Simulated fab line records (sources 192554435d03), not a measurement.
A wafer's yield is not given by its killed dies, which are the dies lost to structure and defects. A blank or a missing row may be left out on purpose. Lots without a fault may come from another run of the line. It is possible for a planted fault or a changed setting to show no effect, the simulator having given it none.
Which tool was responsible?	flow n5_finfet	24 lots with 72 wafers sampled at 5 steps, on a route of 1938 steps

== WHAT EACH GAUGE READ, for each wafer ==
N5_BEOL_M5_OVL_MEAS_29. Usual: V4_OVL -0.2 nm, standard deviation 0.72.
lot	measured	on	V4_OVL (nm)	flag
L074	day 8 00:01	overlay-02	0.7 -0.8 -0.3	
L075	day 8 05:50	overlay-02	-0.4 -0.6 -0.4	
L076	day 8 19:17	overlay-02	0.0 -0.2 -0.6	
L077	day 9 00:20	overlay-01	-0.7 -0.7 -0.9	
L078	day 9 00:41	overlay-02	-0.2 -0.3 -0.5	
L079	day 9 07:19	overlay-01	1.3 1.0 0.3	
L080	day 10 02:57	overlay-01	0.1 -0.2 0.1	
L081	day 10 11:10	overlay-02	-1.4 -1.7 -0.4	
L083	day 10 13:59	overlay-01	-2.1 -1.1 -0.7	
L082	day 11 01:35	overlay-01	-1.0 -0.9 -0.8	
L084	day 11 17:09	overlay-01	-0.7 0.6 0.1	
L085	day 11 16:58	overlay-01	-0.5 0.1 0.5	
L086	day 11 23:02	overlay-02	-0.1 0.0 -1.3	
L087	day 12 01:40	overlay-02	-0.1 0.3 0.4	
L089	day 12 01:37	overlay-01	0.3 1.1 1.4	
L088	day 12 01:50	overlay-01	0.6 -0.2 1.5	
L090	day 12 07:49	overlay-02	1.1 0.4 0.7	
L091	day 13 01:39	overlay-02	0.4 0.2 0.3	
L092	day 13 01:49	overlay-02	-0.2 0.5 0.0	
L093	day 13 05:48	overlay-02	-0.9 -1.1 -0.2	
L094	day 14 03:53	overlay-01	-0.3 -0.5 -0.7	
L095	day 14 04:03	overlay-01	-0.6 1.0 0.9	
L096	day 14 04:14	overlay-01	-0.1 -0.4 -0.2	
L097	day 14 13:20	overlay-01	-0.6 -0.7 -1.0	

N5_BEOL_M5_THK_MEAS_53: measures by xrf. Usual: M5_THK 62.0 nm, standard deviation 1.9.
lot	measured	on	M5_THK (nm)	flag
L074	day 8 07:19	film_metro-02	60.2 61.7 63.9	
L075	day 8 13:13	film_metro-02	63.9 61.0 65.0	
L076	day 9 02:55	film_metro-01	61.8 61.8 60.0	
L077	day 9 07:49	film_metro-02	63.8 64.5 61.7	
L078	day 9 07:55	film_metro-01	59.3 64.2 60.0	
L079	day 9 14:20	film_metro-02	62.4 58.4 60.0	
L080	day 10 10:54	film_metro-01	65.1 62.1 64.3	
L081	day 10 18:56	film_metro-02	61.2 65.1 63.1	
L083	day 10 21:24	film_metro-02	58.9 60.6 62.3	
L082	day 11 08:35	film_metro-02	63.6 61.2 62.5	
L084	day 12 02:49	film_metro-02	62.3 60.8 63.1	
L085	day 11 23:52	film_metro-01	61.3 59.6 61.0	
L086	day 12 06:04	film_metro-02	66.9 62.0 61.9	
L087	day 12 10:11	film_metro-01	63.3 61.8 59.6	
L089	day 12 08:26	film_metro-02	61.0 60.2 62.2	
L088	day 12 10:37	film_metro-01	62.8 62.7 64.7	
L090	day 12 14:58	film_metro-02	60.4 61.7 63.2	
L091	day 13 09:25	film_metro-01	62.8 62.6 61.4	
L092	day 13 10:32	film_metro-01	63.5 65.5 61.6	
L093	day 13 15:05	film_metro-01	61.4 61.7 62.3	
L094	day 14 11:08	film_metro-02	62.2 61.6 61.8	
L095	day 14 12:10	film_metro-01	63.6 60.5 59.9	
L096	day 14 14:37	film_metro-01	57.7 59.0 59.2	
L097	day 14 20:48	film_metro-02	63.0 63.7 63.7	

== WHAT TOOL EACH LOT RAN ON (gives the tool, then ch and the chambers of the sampled wafers, and finally the start) ==
lot	N5_BEOL_M5_ILD_DEP_00	N5_BEOL_M5_ETCH_61	N5_BEOL_M5_ANNEAL_49
L074	pecvd-04 ch 1,2, day 7 20:19	rie_diel-04 ch 0,3, day 7 21:49	pvd_sputter-02, day 8 02:16
L075	pecvd-04 ch 0,1,2, day 8 02:43	rie_diel-04 ch 0,1,2, day 8 04:22	pvd_sputter-02, day 8 08:10
L076	pecvd-02 ch 0,1,2, day 8 12:31	rie_diel-04 ch 0,2, day 8 16:38	pvd_sputter-03, day 8 21:51
L077	pecvd-01 ch 1,2, day 8 21:23	rie_diel-06 ch 0,1,2, day 8 23:35	pvd_sputter-02, day 9 02:45
L078	pecvd-02 ch 0,1, day 8 21:32	rie_diel-06 ch 0,1, day 8 23:49	pvd_sputter-03, day 9 02:50
L079	pecvd-01 ch 0,1, day 9 00:45	rie_diel-04 ch 0,2,3, day 9 02:44	pvd_sputter-03, day 9 09:16
L080	pecvd-02 ch 0,1,2, day 10 00:14	rie_diel-02 ch 0,1,3, day 10 01:53	pvd_sputter-03, day 10 05:23
L081	pecvd-01 ch 0,2, day 10 06:38	rie_diel-06 ch 0,1,2, day 10 09:00	pvd_sputter-03, day 10 13:52
L083	pecvd-01 ch 0,1,2, day 10 10:23	rie_diel-04 ch 1,3, day 10 12:37	pvd_sputter-01, day 10 16:14
L082	pecvd-01 ch 0,1,2, day 10 22:08	rie_diel-04 ch 0,1,2, day 11 00:19	pvd_sputter-02, day 11 03:28
L084	pecvd-02 ch 0,1, day 11 12:22	rie_diel-06 ch 0,2,3, day 11 14:58	pvd_sputter-01, day 11 21:44
L085	pecvd-04 ch 0,2, day 11 13:01	rie_diel-06 ch 1,3, day 11 15:11	pvd_sputter-02, day 11 18:49
L086	pecvd-01 ch 0,1, day 11 14:12	rie_diel-04 ch 2,3, day 11 17:56	pvd_sputter-02, day 12 01:00
L087	pecvd-01 ch 0,1,2, day 11 17:59	rie_diel-06 ch 0,2,3, day 11 23:48	pvd_sputter-03, day 12 05:07
L089	pecvd-04 ch 0,1,2, day 11 19:02	rie_diel-04 ch 1,3, day 11 23:58	pvd_sputter-01, day 12 03:22
L088	pecvd-01 ch 0,1, day 11 19:52	rie_diel-06 ch 0,1,2, day 12 00:32	pvd_sputter-02, day 12 05:33
L090	pecvd-01 ch 1,2, day 11 23:38	rie_diel-06 ch 1,2, day 12 01:22	pvd_sputter-03, day 12 09:54
L091	pecvd-04 ch 0,1,2, day 12 20:20	rie_diel-04 ch 1,2,3, day 12 23:28	pvd_sputter-02, day 13 03:56
L092	pecvd-02 ch 1,2, day 12 21:10	rie_diel-06 ch 1,2,3, day 12 23:55	pvd_sputter-03, day 13 05:29
L093	pecvd-01 ch 0,1,2, day 13 00:48	rie_diel-02 ch 1,2, day 13 02:47	pvd_sputter-01, day 13 08:09
L094	pecvd-02 ch 1,2, day 13 23:19	rie_diel-06 ch 0,2, day 14 01:53	pvd_sputter-02, day 14 06:05
L095	pecvd-04 ch 0,2, day 13 23:24	rie_diel-04 ch 1,3, day 14 02:09	pvd_sputter-01, day 14 07:06
L096	pecvd-04 ch 0,1,2, day 14 00:56	rie_diel-04 ch 1,2,3, day 14 02:22	pvd_sputter-03, day 14 09:15
L097	pecvd-04 ch 0,1, day 14 06:05	rie_diel-02 ch 1,3, day 14 12:25	pvd_sputter-02, day 14 15:27
- N5_BEOL_M5_ILD_DEP_00: deposits SiCOH lowk from DEMS/porogen, target thk 140.64 nm, time 25.9 s.
- N5_BEOL_M5_ETCH_61: etches SiARC in CF4, target depth 15.6 nm, time 26 s.
- N5_BEOL_M5_ANNEAL_49: time 1800 s.

== WHAT THE TOOLS THEMSELVES READ (means of the sampled wafers that have a number; where no wafer has one, the mark that the record gives instead) ==
N5_BEOL_M5_ILD_DEP_00. Usual: chamber_pressure_Torr 5.001 Torr, standard deviation 0.0097; heater_power_w 278 W, standard deviation 39; showerhead_plenum_p_Torr 5.736 Torr, standard deviation 0.015; showerhead_vpp_V 1366 V, standard deviation 51; throttle_valve_pct 13.8 %, standard deviation 1.1.
lot	tool	chamber_pressure_Torr (Torr)	heater_power_w (W)	showerhead_plenum_p_Torr (Torr)	showerhead_vpp_V (V)	throttle_valve_pct (%)	flag
L074	pecvd-04	5.004	244	5.740	1408	14.2	
L075	pecvd-04	5.006	258	5.730	1414	14.4	
L076	pecvd-02	5.000	333	5.730	1363	14.2	
L077	pecvd-01	4.998	275	5.747	1368	13.3	
L078	pecvd-02	5.012	321	5.730	1346	14.8	
L079	pecvd-01	5.008	295	5.727	1303	13.5	
L080	pecvd-02	4.985	328	5.736	1375	14.1	
L081	pecvd-01	5.001	291	5.744	1338	12.6	
L083	pecvd-01	4.997	280	5.748	1326	13.4	
L082	pecvd-01	5.010	296	5.748	1333	13.3	
L084	pecvd-02	5.007	333	5.733	1340	14.7	
L085	pecvd-04	5.000	281	5.723	1408	14.0	
L086	pecvd-01	5.006	297	5.728	1304	13.7	
L087	pecvd-01	4.998	262	5.737	1335	13.5	
L089	pecvd-04	5.006	243	5.731	1392	13.8	
L088	pecvd-01	5.016	274	5.739	1336	14.4	
L090	pecvd-01	4.997	265	5.750	1362	14.0	
L091	pecvd-04	4.992	235	5.733	1416	13.8	
L092	pecvd-02	4.998	296	5.723	1385	14.3	
L093	pecvd-01	4.995	276	5.739	1345	13.4	
L094	pecvd-02	4.996	285	5.735	1411	13.7	
L095	pecvd-04	5.003	254	5.719	1392	13.3	
L096	pecvd-04	4.998	253	5.730	1409	14.0	
L097	pecvd-04	4.992	241	5.735	1398	15.0	

N5_BEOL_M5_ETCH_61. Usual: drypump_motor_current_A 5.5 A, standard deviation 0.33; etch_rf_on_time_s 26.0 s, standard deviation 0.79; oes_product_au 0.66 a.u., standard deviation 0.063; rf_vpp_V 184.0 V, standard deviation 1; showerhead_plenum_p_Torr 2.14 Torr, standard deviation 0.067; throttle_valve_pct 15.67 %, standard deviation 0.18.
lot	tool	drypump_motor_current_A (A)	etch_rf_on_time_s (s)	oes_product_au (a.u.)	rf_vpp_V (V)	showerhead_plenum_p_Torr (Torr)	throttle_valve_pct (%)	flag
L074	rie_diel-04	5.5	26.1	0.66	183.7	2.18	15.68	
L075	rie_diel-04	5.4	26.9	0.64	183.5	2.09	15.65	
L076	rie_diel-04	5.7	26.8	0.65	183.1	2.07	15.59	
L077	rie_diel-06	5.7	25.3	0.68	184.7	2.15	15.68	
L078	rie_diel-06	5.5	25.3	0.67	184.8	2.18	15.71	
L079	rie_diel-04	5.6	26.6	0.64	184.4	2.13	15.65	
L080	rie_diel-02	5.5	26.2	0.64	183.8	2.17	15.88	
L081	rie_diel-06	5.7	25.3	0.67	184.3	2.15	15.71	
L083	rie_diel-04	5.1	27.3	0.58	183.4	2.14	15.86	
L082	rie_diel-04	5.5	27.4	0.62	183.8	2.08	15.70	
L084	rie_diel-06	5.6	25.7	0.66	184.8	2.20	15.57	
L085	rie_diel-06	5.3	25.9	0.71	184.3	2.20	15.51	
L086	rie_diel-04	5.6	25.8	0.60	184.3	2.10	15.73	
L087	rie_diel-06	5.6	25.4	0.66	184.9	2.20	15.58	
L089	rie_diel-04	5.1	26.4	0.76	183.9	2.14	15.53	
L088	rie_diel-06	5.7	25.2	0.66	184.1	2.15	15.73	
L090	rie_diel-06	5.9	25.6	0.67	183.8	2.12	15.71	
L091	rie_diel-04	5.4	26.5	0.66	183.3	2.11	15.65	
L092	rie_diel-06	5.6	25.6	0.69	184.3	2.16	15.63	
L093	rie_diel-02	5.9	25.2	0.71	183.6	2.10	15.45	
L094	rie_diel-06	5.9	25.4	0.63	184.4	2.16	15.70	
L095	rie_diel-04	5.3	26.1	0.66	184.9	2.17	15.71	
L096	rie_diel-04	5.4	26.5	0.65	183.8	2.11	15.66	
L097	rie_diel-02	5.8	26.1	0.66	184.5	2.20	15.84	

N5_BEOL_M5_ANNEAL_49. Usual: heater_power_w 803 W, standard deviation 85; susceptor_temp_C_max 400.9, standard deviation 0.32.
lot	tool	heater_power_w (W)	susceptor_temp_C_max	flag
L074	pvd_sputter-02	801	401.2	
L075	pvd_sputter-02	781	401.1	
L076	pvd_sputter-03	745	400.9	
L077	pvd_sputter-02	814	400.9	
L078	pvd_sputter-03	746	401.1	
L079	pvd_sputter-03	733	400.9	
L080	pvd_sputter-03	823	401.0	
L081	pvd_sputter-03	859	401.0	
L083	pvd_sputter-01	816	401.1	
L082	pvd_sputter-02	821	400.7	
L084	pvd_sputter-01	795	400.6	
L085	pvd_sputter-02	836	400.8	
L086	pvd_sputter-02	787	400.8	
L087	pvd_sputter-03	803	400.9	
L089	pvd_sputter-01	777	400.8	
L088	pvd_sputter-02	788	400.8	
L090	pvd_sputter-03	743	401.4	
L091	pvd_sputter-02	783	401.2	
L092	pvd_sputter-03	855	400.7	
L093	pvd_sputter-01	827	401.2	
L094	pvd_sputter-02	788	400.8	
L095	pvd_sputter-01	843	401.2	
L096	pvd_sputter-03	830	400.9	
L097	pvd_sputter-02	726	400.7	

== THE ANSWER, worked out from the rows above alone ==
Rule: a lot is off if the mean of its wafers that have a number lies more than 3 standard deviations from the usual mean. A lot without any number at a reading at which 4 lots or more have one is off too. Where the step has rows for the other lots, those lots are counted as sound. Order of review: gauges by route order, followed by the tools' own readings, for which a lot's mean as printed above is used. At the first step where some lot is off, the reading lying furthest off is the one used; lots without a number count as furthest.
Across all readings shown, no lot is off: no conclusion can be drawn from this.

== WHAT THE SIMULATOR PUT IN ==
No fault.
